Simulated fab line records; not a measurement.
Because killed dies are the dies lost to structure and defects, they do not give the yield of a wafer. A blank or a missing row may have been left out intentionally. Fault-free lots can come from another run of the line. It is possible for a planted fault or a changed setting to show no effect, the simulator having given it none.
Chamber matching :: flow n5 finfet :: rie diel-02 running N5_FIN_SAQP_STRIP_77: 4 sister chambers
The step strips in N2/H2, time 90 s. 4 wafers are shown with their chamber, then 8 later ones without.

## WAFERS PAIRED WITH THEIR CHAMBERS
wafer: L086.6
chamber: 0
showerhead plenum p Torr (Torr): 3.24

wafer: L087.2
chamber: 2
showerhead plenum p Torr (Torr): 3.56

wafer: L087.6
chamber: 1
showerhead plenum p Torr (Torr): 3.52

wafer: L089.1
chamber: 3
showerhead plenum p Torr (Torr): 3.26

## WAFERS WHOSE CHAMBER IS MISSING
wafer: L089.2
showerhead plenum p Torr (Torr): 3.51

wafer: L089.3
showerhead plenum p Torr (Torr): 3.24

wafer: L091.1
showerhead plenum p Torr (Torr): 3.26

wafer: L091.2
showerhead plenum p Torr (Torr): 3.23

wafer: L091.3
showerhead plenum p Torr (Torr): 3.51

wafer: L095.4
showerhead plenum p Torr (Torr): 3.56

wafer: L095.5
showerhead plenum p Torr (Torr): 3.25

wafer: L095.6
showerhead plenum p Torr (Torr): 3.51

## THE CHAMBER EACH PASSED THROUGH
wafer: L089.2
from the rows above: 1
in truth: 1

wafer: L089.3
from the rows above: 0
in truth: 0

wafer: L091.1
from the rows above: 3
in truth: 3

wafer: L091.2
from the rows above: 0
in truth: 0

wafer: L091.3
from the rows above: 1
in truth: 1

wafer: L095.4
from the rows above: 2
in truth: 2

wafer: L095.5
from the rows above: can't be placed: 0 or 3
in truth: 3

wafer: L095.6
from the rows above: 1
in truth: 1
Correct placement for 7 of the 8. Unplaceable from these rows: 1, with the true chamber sitting among the candidates in 1. Placed wrongly: 0.
How it was worked out, from the rows above alone: a wafer's distance from a chamber is the root of the sum, over the readings, of the square of ((its reading less the chamber's mean) divided by the reading's scatter). The wafer belongs to the nearest chamber; if the next one is less than 2 further off, it can't be placed. The mean given for a chamber averages the wafers shown for that chamber. The scatter: with one shown wafer a chamber, the root of the mean of the squares of how far each hidden wafer lies from its nearest shown one.
